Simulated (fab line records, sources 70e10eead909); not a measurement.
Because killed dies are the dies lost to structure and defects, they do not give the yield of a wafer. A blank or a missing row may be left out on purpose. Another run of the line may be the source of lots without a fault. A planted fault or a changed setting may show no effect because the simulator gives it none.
Comparing a struck lot with a sound one || flow nand_harc || 14 steps out of a route of 1302
Sound: the wafers L210.4, L210.5, L210.6. Struck: wafer L217.3 (left out: L217.4, L217.5 of the same lot, which were not struck); the cause appears at the end.
For every step that has rows: the tool of each side, followed by ch and its chambers, followed by its first start. Under that, the readings that differ: sound wafers || struck wafers || difference of the means || sigmas: that difference in standard deviations of wafers without a fault.
alike: same words and numbers on both sides, and readings whose means sit less than 2 such deviations apart. not compared: any withheld reading, any reading some wafer has no value for, any bound like >300 that may hide the same value, and any number with overlapping values for which the record gives no deviation.
Wherever a step has rows on one side only, a row that says differs or no value, or a row with sigmas, the two part there. Numbers that have no deviation but don't overlap get no sigmas and don't part them. Lack of a reading on every wafer of one side parts them only where that side has two or more wafers.

first, 2 steps without rows for these wafers: NHARC_A_SOURCE_PLATE_CVD_03 (deposits poly-Si, target thk 200 nm, time 4000 s); NHARC_A_SOURCE_PLATE_ANNEAL_05 (time 1800 s).
NHARC_A_SOURCE_PLATE_THK_MEAS_06: measures by ellipsometry.
  sound: film_metro-01 at day 9 08:11; struck: film_metro-02 at day 12 04:19
  alike: thk_nm
NHARC_A_SOURCE_PLATE_INSPECT_08:
  sound: defect_inspect-01 at day 9 08:15; struck: defect_inspect-02 at day 12 04:24
  alike: raw_defect_count
next comes 1 step that has no rows for these wafers: NHARC_A_ONON_D1_DEP_00 (target thickness 1000 nm).
NHARC_A_ONON_D1_THK_MEAS_02: measures by ellipsometry.
  sound: film_metro-02 at day 9 08:49; struck: film_metro-02 at day 12 04:59
{"reading": "thk_nm (nm)", "sound": "1010 1010 1009", "struck": 987, "difference": -23, "sigmas": -2}
next comes 1 step that has no rows for these wafers: NHARC_A_ONON_D1_DEP_03 (target thickness 1000 nm).
NHARC_A_ONON_D1_THK_MEAS_05: measures by ellipsometry.
  sound: film_metro-01 at day 9 09:23; struck: film_metro-01 at day 12 05:33
  alike: thk_nm
next comes 1 step that has no rows for these wafers: NHARC_A_ONON_D1_DEP_06 (target thickness 1000 nm).
NHARC_A_ONON_D1_THK_MEAS_08: measures by ellipsometry.
  sound: film_metro-01 at day 9 09:58; struck: film_metro-02 at day 12 06:07
{"reading": "thk_nm (nm)", "sound": "1000 1001 1000", "struck": 979, "difference": -21, "sigmas": -2}
NHARC_A_ONON_D1_DEP_09: target thk 1000 nm.
  sound on pecvd_onon-02 ch 0, day 9 10:11; struck on pecvd_onon-04 ch 0, day 12 06:17
NHARC_A_ONON_D1_THK_MEAS_11: measures by ellipsometry.
  sound: film_metro-01 at day 9 10:31; struck: film_metro-01 at day 12 06:40
{"reading": "thk_nm (nm)", "sound": "996 997 998", "struck": 695, "difference": -302, "sigmas": -31}
next comes 1 step that has no rows for these wafers: NHARC_A_ONON_D1_DEP_12 (target thickness 1000 nm).
-- the record jumps here: 17 days lie between the struck wafers' starts before and after (it left off in module A_ONON_D1 and takes up again in module END, whose first step shown is number 1302 of the route) --
NHARC_END_SORT_01:
  only the struck wafers appear in the record here, on prober-01 ch 0 at day 28 23:12; the sound ones have no rows

## WHERE THEY PART
First at NHARC_A_ONON_D1_THK_MEAS_02; last, within this record, at NHARC_END_SORT_01.

WHY: whatever the simulator had introduced
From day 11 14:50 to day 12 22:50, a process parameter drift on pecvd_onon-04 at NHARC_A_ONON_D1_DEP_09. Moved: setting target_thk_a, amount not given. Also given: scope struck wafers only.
